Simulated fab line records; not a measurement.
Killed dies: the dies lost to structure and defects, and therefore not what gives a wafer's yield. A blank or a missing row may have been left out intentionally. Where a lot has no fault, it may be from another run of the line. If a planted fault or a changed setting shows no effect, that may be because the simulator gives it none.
Chamber matching || flow n5-finfet || N5_BEOL_M3_ALD_84 on ald-metal-02 has 4 sister chambers
The step deposits TaN, pulse time 2 s, purge time 3 s, co reactant purge time 2 s. 4 wafers are shown with their chamber, then 8 later ones without.

## WAFERS WITH THEIR CHAMBER
{"wafer": "L080.6", "chamber": 0, "heater-power-w (W)": 419}
{"wafer": "L081.3", "chamber": 1, "heater-power-w (W)": 345}
{"wafer": "L081.5", "chamber": 2, "heater-power-w (W)": 426}
{"wafer": "L089.1", "chamber": 3, "heater-power-w (W)": 423}

## WAFERS WITH NO CHAMBER GIVEN
{"wafer": "L089.3", "heater-power-w (W)": 411}
{"wafer": "L089.4", "heater-power-w (W)": 341}
{"wafer": "L090.3", "heater-power-w (W)": 414}
{"wafer": "L090.5", "heater-power-w (W)": 416}
{"wafer": "L090.6", "heater-power-w (W)": 428}
{"wafer": "L095.3", "heater-power-w (W)": 421}
{"wafer": "L095.5", "heater-power-w (W)": 428}
{"wafer": "L095.6", "heater-power-w (W)": 421}

## WHICH CHAMBER EACH ONE RAN IN
{"wafer": "L089.3", "from the rows above": "can't be placed: 0 or 3 or 2", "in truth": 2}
{"wafer": "L089.4", "from the rows above": 1, "in truth": 1}
{"wafer": "L090.3", "from the rows above": "can't be placed: 0 or 3 or 2", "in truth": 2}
{"wafer": "L090.5", "from the rows above": "can't be placed: 0 or 3 or 2", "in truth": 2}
{"wafer": "L090.6", "from the rows above": "can't be placed: 2 or 3 or 0", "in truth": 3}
{"wafer": "L095.3", "from the rows above": "can't be placed: 0 or 3 or 2", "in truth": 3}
{"wafer": "L095.5", "from the rows above": "can't be placed: 2 or 3 or 0", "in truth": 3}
{"wafer": "L095.6", "from the rows above": "can't be placed: 0 or 3 or 2", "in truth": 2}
Correctly placed: 1 of 8. These rows do not allow placing 7 (true chamber among the candidates in 7). 0 placed wrongly.
How it was worked out, from the rows above alone: a wafer's distance from a chamber is the root of the sum, over the readings, of the square of ((its reading less the chamber's mean) divided by the reading's scatter). If the next closest chamber is less than 2 further off than the closest, the wafer can't be placed; otherwise it belongs to the closest. For every chamber, the mean is computed from those of its wafers that are shown. The scatter: root of mean squared gap, hidden wafer to nearest shown wafer, with one shown wafer a chamber.
